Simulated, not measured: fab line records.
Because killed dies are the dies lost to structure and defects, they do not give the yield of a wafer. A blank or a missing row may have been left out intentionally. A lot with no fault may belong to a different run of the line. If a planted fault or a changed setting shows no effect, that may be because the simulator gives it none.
A struck lot beside a sound one	flow nandHarc	18 steps out of a route of 1159
Sound: these wafers, L205.4, L205.5, L205.6. Wafers struck: L198.1, L198.3, L198.5. The cause is named last.
Each step with rows lists, per side, the tool, then ch with its chambers, then its first start. Under that, the readings that differ: sound wafers	struck wafers	difference of the means	sigmas: that difference in standard deviations of wafers without a fault.
alike: readings whose means differ by less than 2 such deviations, and words and numbers that are the same on both sides. not compared: withheld readings, readings that some wafer has no value for, bounds like >300 that may hide the same value, and numbers for which the record gives no deviation and whose values overlap.
A row with sigmas, a row that says differs or no value, or rows on one side alone: a step with any of these is where the two part. When numbers do not overlap yet have no deviation, they are printed without sigmas and do not part them. Lack of a reading on every wafer of one side parts them only where that side has two or more wafers.

NHARC_A_M1_INSPECT_11:
  sound on defectInspect-02, day 21 18:52; struck on defectInspect-01, day 19 23:44
  alike: rawDefectCount
NHARC_A_M1_DESCUM_14: chemistry O2, time 3 s.
  sound on rieDiel-08 ch 2,3, day 21 18:55; struck on rieDiel-02 ch 0,2,3, day 19 23:49
  alike: drypumpMotorCurrentA, mfcArSccm, oesProductAu, rfVppV, showerheadPlenumPTorr, throttleValvePct
  not compared: rfHoursCounterH
then, 1 step without rows for these wafers: NHARC_A_M1_ETCH_35 (etches the open film in N2/H2, target depth 40 nm, overetch 12 nm, time 43.94 s).
NHARC_A_M1_ETCH_15: etches the open film in C4F8/Ar, target depth 182.5 nm, time 91.2 s.
  sound on rieDiel-08 ch 2,3; struck on rieDiel-02 ch 1,2
  alike: oesProductAu, rfVppV
  not compared: rfHoursCounterH
NHARC_A_M1_CD_MEAS_16:
  sound on cdSem-01, day 21 19:14; struck on cdSem-01, day 20 00:06
  alike: cdNm
then, 3 steps without rows for these wafers: NHARC_A_M1_STRIP_18 (strips in N2/H2); NHARC_A_M1_ETCH_28 (etches the open film in CF4/N2, target depth 30 nm, time 72.99 s); NHARC_A_M1_STRIP_19 (strips in post etch residue remover, time 600 s).
NHARC_A_M1_DEGAS_29: time 60 s.
  sound on pvdSputter-01, day 21 19:58; struck on pvdSputter-03, day 20 00:50
  alike: heaterPowerW
NHARC_A_M1_PRE_CLEAN_30: time 30 s.
  sound on pvdSputter-01; struck on pvdSputter-03
  alike: heaterPowerW
then, 1 step without rows for these wafers: NHARC_A_M1_PVD_20 (deposits TaN, target thk 5 nm, time 8.06 s).
NHARC_A_M1_PVD_21: deposits Cu, target thk 30 nm, time 20.49 s.
  sound on pvdSputter-01; struck on pvdSputter-03
  alike: throttleValvePct
NHARC_A_M1_ECD_22: material Cu, target thk 400 nm.
  sound on ecdCu-01 ch 0,1, day 21 20:24; struck on ecdCu-01 ch 0,1, day 20 01:14
  no value came back on the struck wafers for bathHeatDutyPct (%), bathTempC (C); on the sound wafers bathHeatDutyPct (%) reads 6.8 6.3 5.8
then, 1 step without rows for these wafers: NHARC_A_M1_ANNEAL_31 (time 90 s).
NHARC_A_M1_CMP_23: polishes, t overpolish 20 s, target thk 154.34 nm.
  sound on cmp-03 ch 0,1, day 21 21:03; struck on cmp-02 ch 0,2, day 20 02:02
reading	sound	struck	difference	sigmas
timeToEndpointS (s)	29.5 27.4 31.5	1.5 0.0 0.0	-29.0	-12
  alike: motorCurrentA
  not compared: padLifeWafers
NHARC_A_M1_THK_MEAS_24: measures by xrf.
  sound on filmMetro-02, day 21 21:20; struck on filmMetro-01, day 20 02:20
reading	sound	struck	difference	sigmas
thkNm (nm)	152.3 154.9 151.5	30.0 29.0 32.0	-122.6	-88
next, for these wafers, 1 step has no rows: NHARC_A_M1_SRD_25.
NHARC_END_SORT_01:
  sound on prober-02 ch 0, day 23 08:35; struck on prober-01 ch 0, day 21 16:52
reading	sound	struck	difference	sigmas
defectLimitedYield (%)	96.0 96.9 96.3	0 0 0	-96	-60
killedAtArray	26 20 22	672 675 674	+651	+59
killedDies	27 21 25	677 677 677	+653	+59
sort_bin_2_pct (%)	1.3 0.9 0.9	96.3 97.3 96.6	+95.7	+99 or more
sortNPass	650 656 652	0 0 0	-653	-59
sortRimYieldPct (%)	98.1 95.3 97.2	0 0 0	-97	-35
sortYieldPct (%)	96.0 96.9 96.3	0 0 0	-96	-60
  alike: killedAtOther, killedAtPeriphery, killedOpen, killedShort, sort_bin_3_pct, sort_bin_4_pct

WHERE THEY PART
At NHARC_A_M1_ECD_22 first; at NHARC_END_SORT_01 last (within this record only).

WHY: the cause the simulator had injected
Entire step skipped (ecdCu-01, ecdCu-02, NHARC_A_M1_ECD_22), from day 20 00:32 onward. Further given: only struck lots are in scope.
